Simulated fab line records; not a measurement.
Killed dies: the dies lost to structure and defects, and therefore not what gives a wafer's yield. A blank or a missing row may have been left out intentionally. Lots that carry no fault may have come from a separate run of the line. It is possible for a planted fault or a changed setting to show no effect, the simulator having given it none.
The tool behind it: which one? + flow n5 finfet + 72 wafers from 24 lots sampled at 6 of the route's 1938 steps

WHAT THE GAUGES READ, wafer by wafer
No reading from a measuring or inspecting step in the record can be judged against a usual standard deviation.

WHICH TOOL RAN EACH LOT (tool, then ch and the chambers of the sampled wafers, then the start)
| lot  | N5_BEOL_M5_SPUTTER_83        | N5_BEOL_M5_SPUTTER_88        | N5_BEOL_M5_SPUTTER_90        | N5_BEOL_M5_ANNEAL_51             | N5_BEOL_M6_CURE_74            | N5_BEOL_M6_ETCH_66                 |
|------|------------------------------|------------------------------|------------------------------|----------------------------------|-------------------------------|------------------------------------|
| L074 | pvd sputter-03, day 8 07:04  | pvd sputter-03, day 8 08:09  | pvd sputter-03, day 8 09:14  | rtp anneal-02 ch 0, day 8 10:22  | uv cure-03 ch 1, day 8 11:20  | rie diel-04 ch 0,2,3, day 8 14:31  |
| L075 | pvd sputter-03, day 8 13:01  | pvd sputter-03, day 8 14:07  | pvd sputter-03, day 8 17:29  | rtp anneal-01 ch 0, day 8 17:41  | uv cure-03 ch 1, day 8 18:47  | rie diel-01 ch 2,3, day 9 00:32    |
| L077 | pvd sputter-02, day 9 06:17  | pvd sputter-02, day 9 07:22  | pvd sputter-02, day 9 08:27  | rtp anneal-01 ch 0, day 9 08:44  | uv cure-03 ch 1, day 9 09:47  | rie diel-06 ch 2,3, day 9 13:14    |
| L076 | pvd sputter-01, day 9 17:38  | pvd sputter-01, day 9 18:43  | pvd sputter-01, day 9 19:49  | rtp anneal-01 ch 0, day 9 20:09  | uv cure-02 ch 0, day 9 21:14  | rie diel-04 ch 0,1,2, day 10 00:29 |
| L078 | pvd sputter-01, day 10 01:07 | pvd sputter-01, day 10 02:13 | pvd sputter-01, day 10 03:18 | rtp anneal-02 ch 0, day 10 03:30 | uv cure-03 ch 1, day 10 04:29 | rie diel-04 ch 0,1,2, day 10 07:32 |
| L079 | pvd sputter-03, day 10 11:56 | pvd sputter-03, day 10 13:01 | pvd sputter-03, day 10 14:07 | rtp anneal-02 ch 0, day 10 14:22 | uv cure-03 ch 0, day 10 15:28 | rie diel-04 ch 1,2,3, day 10 18:18 |
| L080 | pvd sputter-02, day 10 20:59 | pvd sputter-02, day 10 22:04 | pvd sputter-02, day 10 23:09 | rtp anneal-01 ch 0, day 10 23:21 | uv cure-02 ch 2, day 11 00:22 | rie diel-04 ch 0,1, day 11 08:32   |
| L082 | pvd sputter-01, day 10 23:21 | pvd sputter-01, day 11 00:26 | pvd sputter-01, day 11 01:32 | rtp anneal-01 ch 0, day 11 01:44 | uv cure-01 ch 1, day 11 02:43 | rie diel-04 ch 0,1,3, day 11 08:08 |
| L081 | pvd sputter-02, day 11 02:44 | pvd sputter-02, day 11 03:50 | pvd sputter-02, day 11 04:55 | rtp anneal-02 ch 0, day 11 05:07 | uv cure-01 ch 1, day 11 06:07 | rie diel-01 ch 0,1,2, day 11 11:43 |
| L083 | pvd sputter-02, day 11 11:14 | pvd sputter-02, day 11 12:19 | pvd sputter-02, day 11 13:25 | rtp anneal-01 ch 0, day 11 13:42 | uv cure-02 ch 2, day 11 14:46 | rie diel-04 ch 0,2,3, day 11 18:08 |
| L084 | pvd sputter-03, day 11 12:44 | pvd sputter-03, day 11 13:49 | pvd sputter-03, day 11 14:54 | rtp anneal-01 ch 0, day 11 15:28 | uv cure-01 ch 1, day 11 16:29 | rie diel-06 ch 0,2,3, day 11 21:01 |
| L086 | pvd sputter-02, day 11 18:55 | pvd sputter-02, day 11 20:00 | pvd sputter-02, day 11 21:05 | rtp anneal-02 ch 0, day 11 21:23 | uv cure-02 ch 0, day 11 22:26 | rie diel-06 ch 0,1,3, day 12 00:50 |
| L085 | pvd sputter-03, day 11 19:27 | pvd sputter-03, day 11 20:32 | pvd sputter-03, day 11 21:38 | rtp anneal-01 ch 0, day 11 22:01 | uv cure-02 ch 0, day 11 23:29 | rie diel-04 ch 0,1, day 12 04:22   |
| L088 | pvd sputter-01, day 12 02:50 | pvd sputter-01, day 12 03:55 | pvd sputter-01, day 12 05:00 | rtp anneal-02 ch 0, day 12 05:15 | uv cure-01 ch 2, day 12 06:16 | rie diel-01 ch 0,1,2, day 12 12:04 |
| L087 | pvd sputter-02, day 12 08:22 | pvd sputter-02, day 12 09:28 | pvd sputter-02, day 12 10:32 | rtp anneal-01 ch 0, day 12 10:47 | uv cure-03 ch 2, day 12 11:55 | rie diel-06 ch 1,2,3, day 12 16:05 |
| L090 | pvd sputter-02, day 12 13:40 | pvd sputter-02, day 12 14:45 | pvd sputter-02, day 12 15:50 | rtp anneal-01 ch 0, day 12 16:10 | uv cure-03 ch 2, day 12 17:13 | rie diel-04 ch 0,2,3, day 12 21:26 |
| L089 | pvd sputter-02, day 12 19:57 | pvd sputter-02, day 12 21:02 | pvd sputter-02, day 12 22:07 | rtp anneal-02 ch 0, day 12 22:20 | uv cure-02 ch 0, day 12 23:20 | rie diel-01 ch 1,2, day 13 03:50   |
| L091 | pvd sputter-02, day 13 05:52 | pvd sputter-02, day 13 06:57 | pvd sputter-02, day 13 08:02 | rtp anneal-01 ch 0, day 13 08:20 | uv cure-02 ch 2, day 13 09:23 | rie diel-01 ch 0,1,2, day 13 13:35 |
| L092 | pvd sputter-03, day 13 07:54 | pvd sputter-03, day 13 08:59 | pvd sputter-03, day 13 10:04 | rtp anneal-01 ch 0, day 13 11:30 | uv cure-01 ch 0, day 13 12:34 | rie diel-06 ch 0,2,3, day 13 17:52 |
| L093 | pvd sputter-03, day 13 16:32 | pvd sputter-03, day 13 17:37 | pvd sputter-03, day 13 18:43 | rtp anneal-02 ch 0, day 13 18:57 | uv cure-03 ch 1, day 13 20:02 | rie diel-04 ch 2,3, day 13 23:23   |
| L094 | pvd sputter-01, day 13 21:45 | pvd sputter-01, day 13 22:50 | pvd sputter-01, day 13 23:55 | rtp anneal-02 ch 0, day 14 00:10 | uv cure-02 ch 2, day 14 01:14 | rie diel-04 ch 1,3, day 14 06:30   |
| L095 | pvd sputter-02, day 14 13:25 | pvd sputter-02, day 14 14:31 | pvd sputter-02, day 14 15:35 | rtp anneal-01 ch 0, day 14 15:48 | uv cure-03 ch 2, day 14 16:47 | rie diel-01 ch 0,2,3, day 14 21:17 |
| L097 | pvd sputter-03, day 14 15:28 | pvd sputter-03, day 14 16:33 | pvd sputter-03, day 14 17:38 | rtp anneal-01 ch 0, day 14 17:50 | uv cure-02 ch 1, day 14 18:50 | rie diel-04 ch 0,1,2, day 15 02:14 |
| L096 | pvd sputter-01, day 14 17:36 | pvd sputter-01, day 14 18:49 | pvd sputter-01, day 14 20:03 | rtp anneal-01 ch 0, day 14 20:22 | uv cure-03 ch 2, day 14 21:26 | rie diel-01 ch 0,1, day 15 04:08   |
- N5_BEOL_M5_SPUTTER_83: material Cu, target thk 15 nm, time 27.62 s.
- N5_BEOL_M5_SPUTTER_88: material Cu, target thk 15 nm, time 27.62 s.
- N5_BEOL_M5_SPUTTER_90: material Cu, target thk 4.5 nm, time 8.29 s.
- N5_BEOL_M5_ANNEAL_51: time 90 s.
- N5_BEOL_M6_CURE_74: cures SiCOH lowk, time 240 s.
- N5_BEOL_M6_ETCH_66: etches SOC in N2/H2, target depth 80 nm, overetch 16 nm, time 120 s.

WHAT THE TOOLS THEMSELVES READ (means of the sampled wafers that have a number; where no wafer has one, the mark that the record gives instead)
N5_BEOL_M5_SPUTTER_83.
| lot  | tool           | susceptor temp C (C) | throttle valve pct (%) |
|------|----------------|----------------------|------------------------|
| L074 | pvd sputter-03 | -19.98               | 29.1                   |
| L075 | pvd sputter-03 | -20.00               | 28.0                   |
| L077 | pvd sputter-02 | -19.99               | 30.5                   |
| L076 | pvd sputter-01 | -20.03               | 29.9                   |
| L078 | pvd sputter-01 | -19.96               | 29.3                   |
| L079 | pvd sputter-03 | -20.10               | 29.7                   |
| L080 | pvd sputter-02 | -19.96               | 29.5                   |
| L082 | pvd sputter-01 | -20.03               | 30.0                   |
| L081 | pvd sputter-02 | -19.98               | 30.2                   |
| L083 | pvd sputter-02 | -19.94               | 29.4                   |
| L084 | pvd sputter-03 | -19.98               | 30.3                   |
| L086 | pvd sputter-02 | -19.98               | 29.3                   |
| L085 | pvd sputter-03 | -20.13               | 29.1                   |
| L088 | pvd sputter-01 | -20.06               | 29.2                   |
| L087 | pvd sputter-02 | -20.02               | 29.7                   |
| L090 | pvd sputter-02 | -20.02               | 30.4                   |
| L089 | pvd sputter-02 | -19.88               | 30.6                   |
| L091 | pvd sputter-02 | -20.08               | 29.6                   |
| L092 | pvd sputter-03 | -20.03               | 29.0                   |
| L093 | pvd sputter-03 | -19.93               | 30.9                   |
| L094 | pvd sputter-01 | -20.06               | 29.8                   |
| L095 | pvd sputter-02 | -19.95               | 29.5                   |
| L097 | pvd sputter-03 | -19.94               | 29.4                   |
| L096 | pvd sputter-01 | -20.04               | 29.0                   |

N5_BEOL_M5_SPUTTER_88.
| lot  | tool           | susceptor temp C (C) | throttle valve pct (%) |
|------|----------------|----------------------|------------------------|
| L074 | pvd sputter-03 | -19.99               | 28.9                   |
| L075 | pvd sputter-03 | -20.01               | 28.1                   |
| L077 | pvd sputter-02 | -20.02               | 30.6                   |
| L076 | pvd sputter-01 | -19.99               | 29.9                   |
| L078 | pvd sputter-01 | -20.08               | 29.2                   |
| L079 | pvd sputter-03 | -20.08               | 29.7                   |
| L080 | pvd sputter-02 | -19.97               | 29.4                   |
| L082 | pvd sputter-01 | -19.89               | 29.9                   |
| L081 | pvd sputter-02 | -20.00               | 30.2                   |
| L083 | pvd sputter-02 | -20.09               | 29.5                   |
| L084 | pvd sputter-03 | -20.09               | 30.3                   |
| L086 | pvd sputter-02 | -19.89               | 29.6                   |
| L085 | pvd sputter-03 | -19.98               | 29.1                   |
| L088 | pvd sputter-01 | -20.05               | 29.3                   |
| L087 | pvd sputter-02 | -20.07               | 29.5                   |
| L090 | pvd sputter-02 | -19.98               | 30.4                   |
| L089 | pvd sputter-02 | -19.90               | 30.7                   |
| L091 | pvd sputter-02 | -20.17               | 29.5                   |
| L092 | pvd sputter-03 | -20.04               | 28.9                   |
| L093 | pvd sputter-03 | -20.04               | 31.0                   |
| L094 | pvd sputter-01 | -20.00               | 29.8                   |
| L095 | pvd sputter-02 | -20.04               | 29.7                   |
| L097 | pvd sputter-03 | -20.00               | 29.3                   |
| L096 | pvd sputter-01 | -20.01               | 29.1                   |

N5_BEOL_M5_SPUTTER_90.
| lot  | tool           | susceptor temp C (C) | throttle valve pct (%) |
|------|----------------|----------------------|------------------------|
| L074 | pvd sputter-03 | -20.10               | 29.2                   |
| L075 | pvd sputter-03 | -20.15               | 28.0                   |
| L077 | pvd sputter-02 | -19.94               | 30.3                   |
| L076 | pvd sputter-01 | -19.95               | 29.9                   |
| L078 | pvd sputter-01 | -19.93               | 29.2                   |
| L079 | pvd sputter-03 | -19.97               | 29.5                   |
| L080 | pvd sputter-02 | -20.01               | 29.6                   |
| L082 | pvd sputter-01 | -19.96               | 29.9                   |
| L081 | pvd sputter-02 | -19.98               | 30.4                   |
| L083 | pvd sputter-02 | -20.10               | 29.5                   |
| L084 | pvd sputter-03 | -19.98               | 30.2                   |
| L086 | pvd sputter-02 | -19.87               | 29.5                   |
| L085 | pvd sputter-03 | -20.02               | 29.0                   |
| L088 | pvd sputter-01 | -19.87               | 29.5                   |
| L087 | pvd sputter-02 | -20.05               | 29.4                   |
| L090 | pvd sputter-02 | -20.05               | 30.3                   |
| L089 | pvd sputter-02 | -20.01               | 30.7                   |
| L091 | pvd sputter-02 | -19.97               | 29.5                   |
| L092 | pvd sputter-03 | -19.89               | 28.9                   |
| L093 | pvd sputter-03 | -20.03               | 30.9                   |
| L094 | pvd sputter-01 | -19.88               | 29.7                   |
| L095 | pvd sputter-02 | -20.01               | 29.6                   |
| L097 | pvd sputter-03 | -19.94               | 29.3                   |
| L096 | pvd sputter-01 | -20.02               | 28.9                   |

N5_BEOL_M5_ANNEAL_51.
| lot  | tool          | wafer_temp_C_max |
|------|---------------|------------------|
| L074 | rtp anneal-02 | 225.68           |
| L075 | rtp anneal-01 | 225.85           |
| L077 | rtp anneal-01 | 225.50           |
| L076 | rtp anneal-01 | 225.67           |
| L078 | rtp anneal-02 | 225.68           |
| L079 | rtp anneal-02 | 225.91           |
| L080 | rtp anneal-01 | 225.58           |
| L082 | rtp anneal-01 | 225.58           |
| L081 | rtp anneal-02 | 225.64           |
| L083 | rtp anneal-01 | 225.74           |
| L084 | rtp anneal-01 | 225.69           |
| L086 | rtp anneal-02 | 225.74           |
| L085 | rtp anneal-01 | 225.44           |
| L088 | rtp anneal-02 | 225.88           |
| L087 | rtp anneal-01 | 225.89           |
| L090 | rtp anneal-01 | 225.40           |
| L089 | rtp anneal-02 | 225.78           |
| L091 | rtp anneal-01 | 225.62           |
| L092 | rtp anneal-01 | 225.64           |
| L093 | rtp anneal-02 | 226.02           |
| L094 | rtp anneal-02 | 225.80           |
| L095 | rtp anneal-01 | 226.00           |
| L097 | rtp anneal-01 | 225.68           |
| L096 | rtp anneal-01 | 225.52           |

N5_BEOL_M6_CURE_74.
| lot  | tool       | lamp power pct (%) | wafer_temp_C_max |
|------|------------|--------------------|------------------|
| L074 | uv cure-03 | 52.31              | 386.0            |
| L075 | uv cure-03 | 52.32              | 385.9            |
| L077 | uv cure-03 | 52.33              | 386.0            |
| L076 | uv cure-02 | 52.30              | 386.4            |
| L078 | uv cure-03 | 52.33              | 386.3            |
| L079 | uv cure-03 | 52.30              | 387.2            |
| L080 | uv cure-02 | 52.28              | 386.5            |
| L082 | uv cure-01 | 52.31              | 386.5            |
| L081 | uv cure-01 | 52.29              | 386.9            |
| L083 | uv cure-02 | 52.33              | 386.7            |
| L084 | uv cure-01 | 52.34              | 387.3            |
| L086 | uv cure-02 | 52.30              | 386.5            |
| L085 | uv cure-02 | 52.30              | 385.7            |
| L088 | uv cure-01 | 52.34              | 387.2            |
| L087 | uv cure-03 | 52.30              | 386.1            |
| L090 | uv cure-03 | 52.36              | 386.2            |
| L089 | uv cure-02 | 52.33              | 386.1            |
| L091 | uv cure-02 | 52.34              | 386.7            |
| L092 | uv cure-01 | 52.29              | 386.4            |
| L093 | uv cure-03 | 52.32              | 386.2            |
| L094 | uv cure-02 | 52.27              | 386.5            |
| L095 | uv cure-03 | 52.30              | 386.5            |
| L097 | uv cure-02 | 52.35              | 387.5            |
| L096 | uv cure-03 | 52.27              | 386.6            |

N5_BEOL_M6_ETCH_66.
| lot  | tool        | drypump motor current A (A) | oes product au (a.u.) | rf vpp V (V) | showerhead plenum p Torr (Torr) | throttle valve pct (%) |
|------|-------------|-----------------------------|-----------------------|--------------|---------------------------------|------------------------|
| L074 | rie diel-04 | 5.7                         | 0.59                  | 522.1        | 2.48                            | 17.66                  |
| L075 | rie diel-01 | 6.0                         | 0.57                  | 522.7        | 2.50                            | 18.01                  |
| L077 | rie diel-06 | 5.5                         | 0.64                  | 523.1        | 2.54                            | 17.71                  |
| L076 | rie diel-04 | 5.9                         | 0.62                  | 523.5        | 2.53                            | 17.68                  |
| L078 | rie diel-04 | 5.9                         | 0.61                  | 522.9        | 2.53                            | 17.69                  |
| L079 | rie diel-04 | 5.6                         | 0.62                  | 523.0        | 2.53                            | 17.76                  |
| L080 | rie diel-04 | 6.0                         | 0.62                  | 521.5        | 2.50                            | 17.69                  |
| L082 | rie diel-04 | 5.7                         | 0.63                  | 521.9        | 2.50                            | 17.77                  |
| L081 | rie diel-01 | 5.4                         | 0.66                  | 524.6        | 2.54                            | 17.69                  |
| L083 | rie diel-04 | 5.7                         | 0.58                  | 521.5        | 2.47                            | 17.72                  |
| L084 | rie diel-06 | 5.4                         | 0.59                  | 524.4        | 2.55                            | 17.71                  |
| L086 | rie diel-06 | 5.5                         | 0.60                  | 525.1        | 2.59                            | 17.71                  |
| L085 | rie diel-04 | 5.9                         | 0.65                  | 523.5        | 2.55                            | 17.78                  |
| L088 | rie diel-01 | 5.4                         | 0.65                  | 523.5        | 2.53                            | 17.69                  |
| L087 | rie diel-06 | 5.8                         | 0.63                  | 524.8        | 2.58                            | 17.76                  |
| L090 | rie diel-04 | 5.7                         | 0.57                  | 521.2        | 2.47                            | 17.73                  |
| L089 | rie diel-01 | 5.4                         | 0.67                  | 522.4        | 2.47                            | 17.69                  |
| L091 | rie diel-01 | 5.4                         | 0.63                  | 524.2        | 2.53                            | 17.71                  |
| L092 | rie diel-06 | 5.4                         | 0.59                  | 524.2        | 2.54                            | 17.73                  |
| L093 | rie diel-04 | 5.7                         | 0.55                  | 523.1        | 2.49                            | 17.73                  |
| L094 | rie diel-04 | 5.4                         | 0.62                  | 522.3        | 2.50                            | 17.90                  |
| L095 | rie diel-01 | 5.6                         | 0.63                  | 524.5        | 2.53                            | 17.71                  |
| L097 | rie diel-04 | 5.9                         | 0.58                  | 522.6        | 2.51                            | 17.75                  |
| L096 | rie diel-01 | 5.2                         | 0.62                  | 525.6        | 2.59                            | 17.83                  |

THE ANSWER, worked out from the rows above alone
Rule: usual is defined by the lots themselves. The widest of any qualifying gaps counts: lots, ordered by their means at a reading, are off when they make up no more than a third of the lots, leave a main group of 4 or more, and stand apart from it by 3 or more times the standard deviation of that group's means. The tables above print the reading to a certain number of digits; a main group whose means all agree to those digits is not used. Also off: a lot with no number at a reading for which 4 or more lots have one. All remaining lots with rows at the step are treated as sound. Order of review: gauges by route order, followed by the tools' own readings, for which a lot's mean as printed above is used. At the first step where some lot is off, the reading lying furthest off is the one used; lots without a number count as furthest.
No lot is off at any reading shown: from this, nothing can be told.

WHAT THE SIMULATOR PUT IN
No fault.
